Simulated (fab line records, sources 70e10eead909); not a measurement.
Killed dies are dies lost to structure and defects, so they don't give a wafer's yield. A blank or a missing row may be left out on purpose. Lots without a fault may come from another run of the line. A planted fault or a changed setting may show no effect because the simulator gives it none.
Which tool did it? | flow nand_harc | 12 lots, 36 wafers sampled, at 1 step of a route of 1302

WHAT THE GAUGES READ, wafer by wafer
NHARC_P_STI_INSPECT_11.
lot  | measured     | on                | raw_defect_count
L075 | day 3 04:56  | defect_inspect-01 | 4 7 6
L077 | day 4 00:25  | defect_inspect-01 | 2 1 6
L079 | day 4 21:29  | defect_inspect-01 | 4 11 4
L081 | day 5 16:05  | defect_inspect-02 | 4 3 7
L083 | day 6 12:10  | defect_inspect-02 | 5 4 4
L085 | day 7 08:23  | defect_inspect-02 | 7 6 4
L087 | day 8 05:34  | defect_inspect-02 | 6 9 7
L089 | day 9 03:57  | defect_inspect-02 | 4 9 5
L091 | day 9 20:20  | defect_inspect-01 | 3 5 2
L093 | day 10 17:47 | defect_inspect-02 | 7 6 6
L095 | day 11 12:45 | defect_inspect-02 | 2 7 4
L097 | day 12 09:12 | defect_inspect-01 | 5 5 5

WHICH TOOL RAN EACH LOT (tool, then ch and the chambers of the sampled wafers, then the start)
The record holds no process step before these readings.

THE ANSWER, worked out from the rows above alone
Rule: what is usual is taken from the lots themselves. Put in order of their means at a reading, lots are off if they are a third of the lots or fewer, leave a main group of 4 or more, and stand apart from it by a gap of 3 or more times the standard deviation of the main group's means; of several such gaps the widest counts. A main group whose means are all the same, to the digits that the tables above print for the reading, isn't used. A lot without any number at a reading at which 4 lots or more have one is off too. The other lots that the step has rows for count as sound.
No lot is off at any reading shown: from this, nothing can be told.

WHAT THE SIMULATOR HAD PUT IN
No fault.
